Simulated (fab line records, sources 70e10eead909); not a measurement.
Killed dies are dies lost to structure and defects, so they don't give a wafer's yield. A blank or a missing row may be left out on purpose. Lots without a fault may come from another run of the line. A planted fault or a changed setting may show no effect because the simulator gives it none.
Chamber matching | flow nand_harc | NHARC_P_BONDPAD_CMP_19 on cmp-02: 4 sister chambers
The step polishes, t overpolish 30 s, cu recess touch 16 s, target thk 160.81 nm. 14 wafers are shown with their chamber, then 6 later ones without.

WAFERS WITH THEIR CHAMBER
wafer  | chamber | motor_current_A (A) | overpolish_run_s (s)
L100.1 | 2       | 12.3                | 30.003
L100.5 | 2       | 12.1                | 29.999
L100.6 | 1       | 11.3                | 30.007
L103.1 | 1       | 11.2                | 29.994
L103.2 | 0       | 13.4                | 30.014
L103.6 | 2       | 12.1                | 29.994
L104.1 | 2       | 12.3                | 29.995
L104.3 | 0       | 14.0                | 30.009
L104.5 | 3       | 10.9                | 29.994
L107.1 | 1       | 10.8                | 29.995
L107.2 | 0       | 13.6                | 29.996
L116.1 | 2       | 12.0                | 29.999
L116.3 | 3       | 11.2                | 29.998
L116.4 | 1       | 11.1                | 30.002

SIGNATURES (means of the wafers above)
reading          | chamber 0 | chamber 1 | chamber 2 | chamber 3 | scatter within a chamber
motor_current_A  | 13.667    | 11.100    | 12.160    | 11.050    | 0.211
overpolish_run_s | 30.00633  | 29.99950  | 29.99800  | 29.99600  | 0.00588
Rule: a wafer's distance from a chamber is the root of the sum, over the readings, of the square of ((its reading less the chamber's mean) divided by the reading's scatter). The wafer belongs to the nearest chamber; if the next one is less than 2 further off, it can't be placed. The scatter: the root of (the sum of the squares of (reading less its chamber's mean) over the shown wafers, divided by (wafers less chambers)).

WAFERS WITHOUT THEIR CHAMBER
wafer  | motor_current_A (A) | overpolish_run_s (s)
L118.1 | 12.0                | 30.000
L118.4 | 13.4                | 29.987
L118.5 | 11.6                | 30.014
L119.2 | 11.9                | 29.988
L119.3 | 10.7                | 30.005
L119.6 | 11.2                | 29.994

WHICH CHAMBER EACH WENT THROUGH
wafer  | from the rows above          | in truth
L118.1 | 2                            | 2
L118.4 | 0                            | 0
L118.5 | can't be placed: 1 or 2 or 3 | 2
L119.2 | 2                            | 2
L119.3 | can't be placed: 1 or 3      | 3
L119.6 | can't be placed: 3 or 1      | 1
Placed correctly: 3 of 6. Can't be placed from these rows: 3 (the true chamber is among the candidates in 3). Placed wrongly: 0.
